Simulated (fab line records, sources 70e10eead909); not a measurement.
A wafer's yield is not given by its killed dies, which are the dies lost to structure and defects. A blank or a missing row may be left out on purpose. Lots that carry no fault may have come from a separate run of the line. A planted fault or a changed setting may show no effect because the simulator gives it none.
Which tool was responsible?	flow nand_harc	Sampling: 14 lots, 42 wafers, 6 of 1302 route steps

## WHAT THE GAUGES SHOWED, per wafer
NHARC_A_BLC_CD_MEAS_19. Usual: cd_nm at 100 nm, with a standard deviation of 3.5.
lot	measured	on	cd_nm (nm)	flag
L802	day 23 18:13	cd_sem-02	98 99 93	
L801	day 23 19:32	cd_sem-03	100 104 99	
L803	day 24 16:29	cd_sem-02	104 99 96	
L804	day 24 18:53	cd_sem-01	92 98 93	
L805	day 25 23:49	cd_sem-01	97 98 98	
L807	day 26 02:38	cd_sem-02	101 96 94	
L808	day 27 04:23	cd_sem-03	103 96 104	
L809	day 27 07:02	cd_sem-02	106 100 106	
L813	day 28 07:25	cd_sem-02	96 98 95	
L815	day 29 21:50	cd_sem-03	93 104 98	
L817	day 30 09:56	cd_sem-02	105 106 100	
L818	day 30 23:57	cd_sem-01	101 98 99	
L820	day 31 16:51	cd_sem-01	98 96 103	
L821	day 32 11:49	cd_sem-02	96 99 102	

NHARC_A_M0_OVL_MEAS_10: pitch 160 nm. Usual: overlay_x_nm 0.1 nm, standard deviation 0.84; overlay_y_nm 0.1 nm, standard deviation 0.85.
lot	measured	on	overlay_x_nm (nm)	overlay_y_nm (nm)	flag
L802	day 23 21:11	overlay-02	-1.2 -1.1 -1.1	-0.3 0.0 0.8	
L801	day 23 22:32	overlay-01	-0.3 0.3 -0.2	-0.1 0.0 0.0	
L803	day 24 19:19	overlay-01	-1.4 -1.6 -1.0	-0.7 -0.7 -0.8	
L804	day 24 21:50	overlay-01	1.0 1.2 0.8	-0.5 -0.7 -0.5	
L805	day 26 02:40	overlay-02	-0.4 -0.3 0.0	-0.7 -0.7 -0.5	
L807	day 26 05:37	overlay-02	1.1 0.8 1.1	-1.3 -1.3 -2.0	
L808	day 27 07:23	overlay-02	0.4 0.9 0.8	0.7 0.5 1.3	
L809	day 27 09:59	overlay-02	0.2 0.1 0.4	0.7 1.0 1.0	
L813	day 28 10:24	overlay-02	-0.2 0.4 -0.3	-0.9 -1.4 -1.3	
L815	day 30 00:49	overlay-02	14.2 14.5 14.3	-1.0 -0.8 -0.8	OFF
L817	day 30 13:49	overlay-02	14.2 15.2 14.5	1.1 1.0 1.0	OFF
L818	day 31 02:59	overlay-01	14.8 14.4 14.8	0.5 0.8 0.8	OFF
L820	day 31 19:55	overlay-02	0.9 1.1 1.5	-0.1 0.4 0.4	
L821	day 32 14:47	overlay-02	0.9 1.1 1.4	1.5 1.8 1.1	

NHARC_END_SORT_01. Usual: defect_limited_yield 90 %, standard deviation 3.1; killed_at_array 59, standard deviation 20; killed_at_other 0.8, standard deviation 1.1; killed_at_periphery 5, standard deviation 3.1; killed_dies 64, standard deviation 21; killed_open 3.4, standard deviation 1.9; killed_short 2.3, standard deviation 1.7.
lot	measured	on	defect_limited_yield (%)	killed_at_array	killed_at_other	killed_at_periphery	killed_dies	killed_open	killed_short	flag
L809	day 29 03:18	prober-02	94 95 96	43 36 28	0 0 0	1 1 2	44 37 30	2 6 3	1 2 1	

## EACH LOT AND THE TOOL THAT RAN IT (in order: tool; ch and the chambers of the sampled wafers; start)
lot	NHARC_A_BLC_DEGAS_30	NHARC_A_M0_EXPOSE_06	NHARC_A_M0_ANNEAL_30
L802	pvd_sputter-03, day 23 18:50	arfi_scanner-02 ch 0, day 23 20:58	rtp_anneal-01 ch 0, day 23 22:56
L801	pvd_sputter-02, day 23 20:10	arfi_scanner-01 ch 0, day 23 22:17	rtp_anneal-01 ch 0, day 24 00:17
L803	pvd_sputter-03, day 24 17:06	arfi_scanner-01 ch 0, day 24 19:06	rtp_anneal-02 ch 0, day 24 21:06
L804	pvd_sputter-03, day 24 19:29	arfi_scanner-03 ch 0, day 24 21:38	rtp_anneal-01 ch 0, day 24 23:47
L805	pvd_sputter-02, day 26 00:25	arfi_scanner-02 ch 0, day 26 02:26	rtp_anneal-01 ch 0, day 26 04:27
L807	pvd_sputter-02, day 26 03:14	arfi_scanner-01 ch 0, day 26 05:24	rtp_anneal-02 ch 0, day 26 07:28
L808	pvd_sputter-01, day 27 04:59	arfi_scanner-03 ch 0, day 27 07:09	rtp_anneal-01 ch 0, day 27 09:08
L809	pvd_sputter-01, day 27 07:38	arfi_scanner-02 ch 0, day 27 09:46	rtp_anneal-01 ch 0, day 27 11:47
L813	pvd_sputter-01, day 28 08:02	arfi_scanner-03 ch 0, day 28 10:10	rtp_anneal-02 ch 0, day 28 12:12
L815	pvd_sputter-03, day 29 22:26	arfi_scanner-03 ch 0, day 30 00:35	rtp_anneal-01 ch 0, day 30 02:34
L817	pvd_sputter-02, day 30 11:11	arfi_scanner-03 ch 0, day 30 13:36	rtp_anneal-02 ch 0, day 30 15:38
L818	pvd_sputter-02, day 31 00:33	arfi_scanner-03 ch 0, day 31 02:46	rtp_anneal-01 ch 0, day 31 04:50
L820	pvd_sputter-02, day 31 17:29	arfi_scanner-01 ch 0, day 31 19:41	rtp_anneal-01 ch 0, day 31 22:00
L821	pvd_sputter-01, day 32 12:26	arfi_scanner-02 ch 0, day 32 14:34	rtp_anneal-02 ch 0, day 32 16:35
- NHARC_A_BLC_DEGAS_30: time 60 s.
- NHARC_A_M0_EXPOSE_06: exposes mask A M0, target cd 80 nm.
- NHARC_A_M0_ANNEAL_30: time 90 s.

## AS READ BY THE TOOLS THEMSELVES (means over the sampled wafers that have a number; for cases with no such wafer, the mark the record gives instead)
NHARC_A_BLC_DEGAS_30. Usual: heater_power_w at 469 W, with a standard deviation of 43.
lot	tool	heater_power_w (W)	flag
L802	pvd_sputter-03	434	
L801	pvd_sputter-02	481	
L803	pvd_sputter-03	424	
L804	pvd_sputter-03	454	
L805	pvd_sputter-02	525	
L807	pvd_sputter-02	486	
L808	pvd_sputter-01	450	
L809	pvd_sputter-01	467	
L813	pvd_sputter-01	479	
L815	pvd_sputter-03	446	
L817	pvd_sputter-02	496	
L818	pvd_sputter-02	491	
L820	pvd_sputter-02	508	
L821	pvd_sputter-01	444	

NHARC_A_M0_ANNEAL_30. Usual: wafer_temp_C_max at 226.2, with a standard deviation of 0.41.
lot	tool	wafer_temp_C_max	flag
L802	rtp_anneal-01	226.2	
L801	rtp_anneal-01	226.0	
L803	rtp_anneal-02	226.8	
L804	rtp_anneal-01	225.9	
L805	rtp_anneal-01	225.9	
L807	rtp_anneal-02	227.0	
L808	rtp_anneal-01	226.0	
L809	rtp_anneal-01	225.8	
L813	rtp_anneal-02	226.4	
L815	rtp_anneal-01	226.1	
L817	rtp_anneal-02	226.3	
L818	rtp_anneal-01	226.4	
L820	rtp_anneal-01	225.9	
L821	rtp_anneal-02	226.9	

## THE ANSWER, worked out from the rows above alone
Rule: a lot is off if the mean of its wafers that have a number lies more than 3 standard deviations from the usual mean. A lot without any number at a reading at which 4 lots or more have one is off too. All remaining lots with rows at the step are treated as sound. The gauges are gone through in route order, then the tools' own readings, and for those a lot's mean is taken as printed above. At the first step where some lot is off, the reading lying furthest off is the one used; lots without a number count as furthest.
Off: L815, L817, L818, at NHARC_A_M0_OVL_MEAS_10 (overlay_x_nm).
A tool fits if, at a process step before that reading, it ran every lot that is off, and no sound lot after the first of them. The gauges at NHARC_A_M0_OVL_MEAS_10 are tried like those tools. One fits: NHARC_A_M0_EXPOSE_06 on arfi_scanner-03. Its last sound lot is L813 (day 28 10:10), its first lot that is off L815 (day 30 00:35): a fault that began between those two fits.

## WHAT THE SIMULATOR PUT IN
Scanner matching overlay: arfi_scanner-03, from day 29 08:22 on, at NHARC_A_M0_EXPOSE_06. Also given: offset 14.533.
Lots struck among those shown: L815, L817, L818. The rule given above showed the same thing.
